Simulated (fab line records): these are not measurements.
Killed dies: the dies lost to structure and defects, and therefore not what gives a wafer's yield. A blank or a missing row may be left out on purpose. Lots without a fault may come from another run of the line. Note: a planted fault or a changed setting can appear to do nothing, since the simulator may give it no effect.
Which of the tools did it?    flow n5 finfet    6 lots with 17 wafers sampled at 4 steps, on a route of 1938 steps

== WHAT THE GAUGES READ, wafer by wafer ==
N5_BEOL_M6_THK_MEAS_01.
lot   measured      on             M6_ILD_THK (nm)
L443  day 9 17:32   film metro-02  151.3 151.5 153.5
L446  day 10 09:12  film metro-02  152.9 154.3
L450  day 11 17:52  film metro-02  157.7 157.7 157.2
L451  day 12 00:07  film metro-01  149.6 151.8 152.5
L458  day 13 19:22  film metro-02  154.4 209.3 158.1
L463  day 14 20:27  film metro-01  153.6 155.1 157.5

== EACH LOT AND THE TOOL THAT RAN IT (in order: tool; ch and the chambers of the sampled wafers; start) ==
lot   N5_BEOL_M5_ANNEAL_84          N5_BEOL_M5_CO_CAP_78              N5_BEOL_M6_ILD_DEP_00
L443  pvd sputter-01, day 9 13:32   cvd co-02 ch 1,2, day 9 16:41     pecvd-03 ch 0,1,2, day 9 16:56
L446  pvd sputter-03, day 10 04:56  cvd co-02 ch 1,2, day 10 07:54    pecvd-03 ch 0,2, day 10 08:09
L450  pvd sputter-02, day 11 14:04  cvd co-01 ch 0,1,2, day 11 17:04  pecvd-01 ch 0,1,2, day 11 17:18
L451  pvd sputter-02, day 11 19:59  cvd co-02 ch 0,1,2, day 11 23:17  pecvd-03 ch 0,2, day 11 23:32
L458  pvd sputter-03, day 13 15:00  cvd co-02 ch 1,2, day 13 18:25    pecvd-01 ch 1,2, day 13 18:40
L463  pvd sputter-01, day 14 16:03  cvd co-01 ch 0,1, day 14 19:08    pecvd-03 ch 0,2, day 14 19:23
- N5_BEOL_M5_ANNEAL_84: time 1800 s.
- N5_BEOL_M5_CO_CAP_78: material Co, precursor CCTBA/H2, target thk 2 nm, time 102.1 s.
- N5_BEOL_M6_ILD_DEP_00: deposits SiCOH lowk from DEMS/porogen, target thk 179.75 nm, time 33.4 s.

== THE ANSWER, worked out from the rows above alone ==
Rule: the lots themselves supply what counts as usual. The widest of any qualifying gaps counts: lots, ordered by their means at a reading, are off when they make up no more than a third of the lots, leave a main group of 4 or more, and stand apart from it by 3 or more times the standard deviation of that group's means. If all means in a main group match to the digits the tables above print for the reading, that group is not used. A lot without any number at a reading at which 4 lots or more have one is off too. Any other lot the step has rows for is counted as sound.
Off: L458, at N5_BEOL_M6_THK_MEAS_01 (M6_ILD_THK). The main group: mean 154.0 nm, standard deviation 2.3.
If a tool, at a process step before that reading, ran all the lots that are off and no sound lot after the first of them, it fits. Gauges at N5_BEOL_M6_THK_MEAS_01: tried the same way as those tools. Can't be told from this: 4 tools fit, pvd sputter-03 at N5_BEOL_M5_ANNEAL_84, cvd co-02 at N5_BEOL_M5_CO_CAP_78, pecvd-01 at N5_BEOL_M6_ILD_DEP_00, film metro-02 at N5_BEOL_M6_THK_MEAS_01.

== WHAT THE SIMULATOR HAD PUT IN ==
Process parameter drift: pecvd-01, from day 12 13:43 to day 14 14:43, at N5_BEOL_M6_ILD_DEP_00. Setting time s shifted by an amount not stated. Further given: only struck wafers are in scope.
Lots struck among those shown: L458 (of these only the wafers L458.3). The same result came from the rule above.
